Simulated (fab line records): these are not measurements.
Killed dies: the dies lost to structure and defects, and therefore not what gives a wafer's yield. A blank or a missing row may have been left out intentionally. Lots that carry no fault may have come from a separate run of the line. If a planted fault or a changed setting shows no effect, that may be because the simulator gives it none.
Which of the tools did it? | flow nand-harc | Sampling: 13 lots, 36 wafers, 6 of 1159 route steps

== WHAT EACH GAUGE READ, for each wafer ==
NHARC_A_CONTACT_CD_MEAS_80. Usual: cd-nm reads 189.8 nm (standard deviation 0.74).
lot  | measured     | on        | cd-nm (nm)        | flag
L461 | day 16 23:46 | cd-sem-03 | 189.3 188.9 188.8 |
L460 | day 17 09:34 | cd-sem-03 | 190.0 189.8 189.9 |
L462 | day 18 00:18 | cd-sem-03 | 189.8             |
L466 | day 18 08:31 | cd-sem-02 | 189.6 189.5       |
L463 | day 18 09:20 | cd-sem-02 | 191.4 191.6 190.4 |
L474 | day 20 11:01 | cd-sem-02 | 188.7 190.0 189.4 |
L475 | day 20 13:45 | cd-sem-01 | 190.2 189.6 190.8 |
L477 | day 20 15:53 | cd-sem-01 | 190.4 190.4 190.2 |
L478 | day 20 18:41 | cd-sem-01 | 189.9 189.4 190.3 |
L476 | day 20 20:16 | cd-sem-03 | 189.7 189.3 189.3 |
L481 | day 22 00:19 | cd-sem-02 | 191.0 191.0 190.6 |
L479 | day 22 05:09 | cd-sem-03 | 190.0 190.3 189.9 |
L482 | day 22 08:46 | cd-sem-02 | 188.9 190.4 190.4 |

NHARC_A_CONTACT_OVL_MEAS_09. Usual: overlay-x-nm 0.0 nm, standard deviation 0.83; overlay-y-nm 0.2 nm, standard deviation 0.72.
lot  | measured     | on         | overlay-x-nm (nm) | overlay-y-nm (nm) | flag
L461 | day 17 03:30 | overlay-02 | -0.8 -1.3 -0.9    | 0.6 0.6 0.8       |
L460 | day 17 13:57 | overlay-01 | 0.0 0.0 0.0       | -0.7 -0.1 -0.4    |
L462 | day 18 06:43 | overlay-01 | 0.7               | 0.6               |
L466 | day 18 12:34 | overlay-01 | 0.2 -0.3          | 0.6 0.1           |
L463 | day 18 13:47 | overlay-01 | -1.8 -1.6 -1.5    | -0.7 -0.5 -0.5    |
L474 | day 20 14:07 | overlay-02 | -0.3 -0.1 0.3     | 0.8 1.0 1.0       |
L475 | day 20 16:52 | overlay-02 | -0.4 -0.8 -0.5    | 0.8 0.8 0.9       |
L477 | day 20 19:06 | overlay-02 | 0.7 0.8 1.2       | -0.2 -0.1 -0.3    |
L478 | day 20 21:46 | overlay-02 | -0.7 0.1 0.5      | 0.5 1.0 0.5       |
L476 | day 20 23:40 | overlay-01 | -0.6 -0.5 0.0     | 0.2 0.3 0.6       |
L481 | day 22 03:28 | overlay-02 | 0.2 0.1 0.1       | 1.0 0.2 0.3       |
L479 | day 22 08:04 | overlay-02 | 0.0 -0.3 -0.2     | -1.3 -1.4 -1.1    |
L482 | day 22 11:52 | overlay-02 | 0.3 -0.3 0.3      | -0.5 -0.1 -0.5    |

NHARC_END_SORT_01. Usual: killed-at-array 29, standard deviation 11; killed-at-other 0.5, standard deviation 0.89; killed-at-periphery 3.3, standard deviation 2; killed-dies 32, standard deviation 11; killed-open 3.1, standard deviation 1.9; killed-short 2.3, standard deviation 1.6.
lot  | measured     | on        | killed-at-array | killed-at-other | killed-at-periphery | killed-dies | killed-open | killed-short | flag
L462 | day 21 13:38 | prober-01 | 107             | 0               | 3                   | 110         | 4           | 3            | OFF
L466 | day 21 17:19 | prober-02 | 104 107         | 1 0             | 10 0                | 115 107     | 5 2         | 4 1          | OFF

== WHAT TOOL EACH LOT RAN ON (gives the tool, then ch and the chambers of the sampled wafers, and finally the start) ==
lot  | NHARC_A_CONTACT_ETCH_124             | NHARC_A_CONTACT_DESCUM_13          | NHARC_A_CONTACT_ETCH_134
L461 | har-cap-etch-03 ch 0,1, day 16 21:41 | rie-diel-07 ch 0,1,2, day 17 03:37 | har-cap-etch-02 ch 0,1, day 17 04:48
L460 | har-cap-etch-03 ch 0,1, day 17 07:25 | rie-diel-05 ch 0,2,3, day 17 14:04 | har-cap-etch-02 ch 1, day 17 15:24
L462 | har-cap-etch-01 ch 1, day 17 22:13   | rie-diel-07 ch 1, day 18 11:25     | har-cap-etch-03 ch 0, day 18 12:34
L466 | har-cap-etch-01 ch 1, day 18 06:23   | rie-diel-05 ch 1,3, day 18 14:43   | har-cap-etch-01 ch 0, day 18 16:16
L463 | har-cap-etch-02 ch 0,1, day 18 07:14 | rie-diel-05 ch 0,1,3, day 18 13:55 | har-cap-etch-02 ch 0,1, day 18 14:55
L474 | har-cap-etch-03 ch 0,1, day 20 08:54 | rie-diel-05 ch 0,1,2, day 20 14:15 | har-cap-etch-01 ch 0,1, day 20 15:16
L475 | har-cap-etch-03 ch 0,1, day 20 11:38 | rie-diel-05 ch 0,2,3, day 20 16:59 | har-cap-etch-01 ch 0,1, day 20 18:04
L477 | har-cap-etch-02 ch 0,1, day 20 13:46 | rie-diel-07 ch 1,3, day 20 19:12   | har-cap-etch-03 ch 0,1, day 20 20:13
L478 | har-cap-etch-03 ch 0,1, day 20 16:37 | rie-diel-07 ch 0,2,3, day 20 21:53 | har-cap-etch-01 ch 0,1, day 20 22:57
L476 | har-cap-etch-02 ch 0,1, day 20 18:11 | rie-diel-13 ch 0,1,3, day 20 23:47 | har-cap-etch-02 ch 0,1, day 21 00:49
L481 | har-cap-etch-01 ch 0,1, day 21 21:50 | rie-diel-05 ch 0,2,3, day 22 03:34 | har-cap-etch-02 ch 0,1, day 22 04:34
L479 | har-cap-etch-01 ch 0,1, day 22 03:04 | rie-diel-05 ch 0,3, day 22 08:10   | har-cap-etch-01 ch 0,1, day 22 09:11
L482 | har-cap-etch-03 ch 0,1, day 22 06:35 | rie-diel-05 ch 0,2, day 22 11:58   | har-cap-etch-02 ch 0,1, day 22 13:05
- NHARC_A_CONTACT_ETCH_124: etches the open film in C4F8/O2/Ar, time 140 s, target depth 700 nm.
- NHARC_A_CONTACT_DESCUM_13: chemistry O2, time 3 s.
- NHARC_A_CONTACT_ETCH_134: etches the open film in C4F8/O2/Ar, time 140 s, target depth 700 nm.

== WHAT THE TOOLS THEMSELVES READ (means of the sampled wafers that have a number; where no wafer has one, the mark that the record gives instead) ==
NHARC_A_CONTACT_DESCUM_13. Usual: drypump-motor-current-A 5.7 A, standard deviation 0.45; oes-product-au 1.002 a.u., standard deviation 0.014; rf-vpp-V 57.8 V, standard deviation 0.91; showerhead-plenum-p-Torr 1.91 Torr, standard deviation 0.059; throttle-valve-pct 11.312 %, standard deviation 0.0097.
lot  | tool        | drypump-motor-current-A (A) | oes-product-au (a.u.) | rf-vpp-V (V) | showerhead-plenum-p-Torr (Torr) | throttle-valve-pct (%) | flag
L461 | rie-diel-07 | 6.1                         | 1.016                 | 59.3         | 1.90                            | 11.303                 |
L460 | rie-diel-05 | 5.7                         | 1.007                 | 57.5         | 1.88                            | 11.312                 |
L462 | rie-diel-07 | 6.1                         | 0.983                 | 57.3         | 1.91                            | 11.321                 |
L466 | rie-diel-05 | 5.3                         | 0.985                 | 58.5         | 1.92                            | 11.306                 |
L463 | rie-diel-05 | 5.3                         | 0.994                 | 58.0         | 1.93                            | 11.311                 |
L474 | rie-diel-05 | 5.6                         | 1.009                 | 57.4         | 1.90                            | 11.304                 |
L475 | rie-diel-05 | 5.7                         | 1.006                 | 57.3         | 1.88                            | 11.309                 |
L477 | rie-diel-07 | 5.9                         | 1.012                 | 58.0         | 1.92                            | 11.315                 |
L478 | rie-diel-07 | 6.0                         | 1.017                 | 58.0         | 1.90                            | 11.312                 |
L476 | rie-diel-13 | 5.6                         | 0.991                 | 58.6         | 2.01                            | 11.303                 |
L481 | rie-diel-05 | 5.7                         | 1.003                 | 57.5         | 1.88                            | 11.312                 |
L479 | rie-diel-05 | 5.4                         | 1.010                 | 56.8         | 1.92                            | 11.321                 |
L482 | rie-diel-05 | 6.1                         | 1.010                 | 58.1         | 1.85                            | 11.313                 |

== THE ANSWER, worked out from the rows above alone ==
Rule: take the mean of a lot's wafers that have a number; if it is more than 3 standard deviations from the usual mean, the lot is off. Also off: a lot with no number at a reading for which 4 or more lots have one. The other lots that the step has rows for count as sound. After the gauges, taken in route order, come the tools' own readings; for these a lot's mean is taken, as printed above. At the first step where some lot is off, the reading lying furthest off is the one used; lots without a number count as furthest.
Off: L462, L466 (NHARC_END_SORT_01, killed-dies). Neither off nor sound, because the step has no rows for them: L461, L460, L463, L474, L475, L477, L478, L476, L481, L479, L482.
If a tool, at a process step before that reading, ran all the lots that are off and no sound lot after the first of them, it fits. Those tools and the gauges at NHARC_END_SORT_01 are tried in the same way. One candidate fits, namely har-cap-etch-01 at NHARC_A_CONTACT_ETCH_124. It ran no sound lot before its first lot that is off in this sample, so the start can't be narrowed down.

== WHAT THE SIMULATOR HAD INSERTED ==
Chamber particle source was har-cap-etch-01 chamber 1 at NHARC_A_CONTACT_ETCH_124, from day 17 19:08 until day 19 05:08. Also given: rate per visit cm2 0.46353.
Shown lots that were struck: L462, L466. The rule above found the same.
